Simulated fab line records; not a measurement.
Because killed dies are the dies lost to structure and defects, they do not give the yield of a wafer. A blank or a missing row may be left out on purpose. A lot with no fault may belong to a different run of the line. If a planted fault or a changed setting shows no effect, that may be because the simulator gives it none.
Matching of chambers	flow n5-finfet	rie-diel-02 running N5_SD_EPI_P_DESCUM_14: 3 sister chambers
The step chemistry O2, time 7.9 s. 19 wafers are shown with their chamber, then 8 later ones without.

== WAFERS WITH THEIR CHAMBER ==
wafer	chamber	drypump-motor-current-A (A)	throttle-valve-pct (%)	showerhead-plenum-p-Torr (Torr)
L076.1	3	4.7	20.62	2.10
L076.3	0	6.0	20.77	2.08
L076.5	0	6.0	20.77	2.08
L077.1	0	6.0	20.78	2.08
L077.5	0	6.0	20.78	2.08
L077.6	3	4.7	20.62	2.10
L081.1	3	4.7	20.61	2.09
L081.2	0	6.0	20.78	2.08
L081.5	0	6.0	20.79	2.08
L082.2	3	4.7	20.63	2.09
L082.4	0	6.0	20.80	2.07
L082.5	3	4.8	20.62	2.09
L084.1	0	6.0	20.79	2.07
L084.4	3	4.8	20.64	2.09
L084.5	0	6.0	20.80	2.07
L085.2	3	4.8	20.63	2.09
L085.5	1	5.9	20.30	1.97
L085.6	0	6.0	20.80	2.07
L087.3	1	5.9	20.31	1.96

SIGNATURES (means of the wafers above)
reading	chamber 0	chamber 1	chamber 3	scatter within a chamber
drypump-motor-current-A	6.000	5.900	4.743	0.0327
throttle-valve-pct	20.7860	20.3050	20.6243	0.0108
showerhead-plenum-p-Torr	2.0760	1.9650	2.0929	0.0052
Rule: distance of a wafer from a chamber = root of the sum over the readings of ((wafer's reading minus chamber's mean) / reading's scatter) squared. The wafer belongs to the nearest chamber; if the next one is less than 2 further off, it can't be placed. The scatter is the square root of a quotient: the sum, over the shown wafers, of each reading's squared deviation from its chamber's mean, divided by wafers minus chambers.

== WAFERS WITHOUT THEIR CHAMBER ==
wafer	drypump-motor-current-A (A)	throttle-valve-pct (%)	showerhead-plenum-p-Torr (Torr)
L087.6	5.9	20.31	1.96
L090.1	6.0	20.81	2.07
L090.4	4.7	20.65	2.09
L090.5	6.0	20.80	2.07
L092.1	4.7	20.66	2.09
L092.5	6.0	20.82	2.07
L095.5	4.8	20.66	2.09
L095.6	6.0	20.83	2.07

== THE CHAMBER EACH PASSED THROUGH ==
wafer	from the rows above	in truth
L087.6	1	1
L090.1	0	0
L090.4	3	3
L090.5	0	0
L092.1	3	3
L092.5	0	0
L095.5	3	3
L095.6	0	0
8 of 8 placed correctly. Number that these rows cannot place: 0. Number placed wrongly: 0.
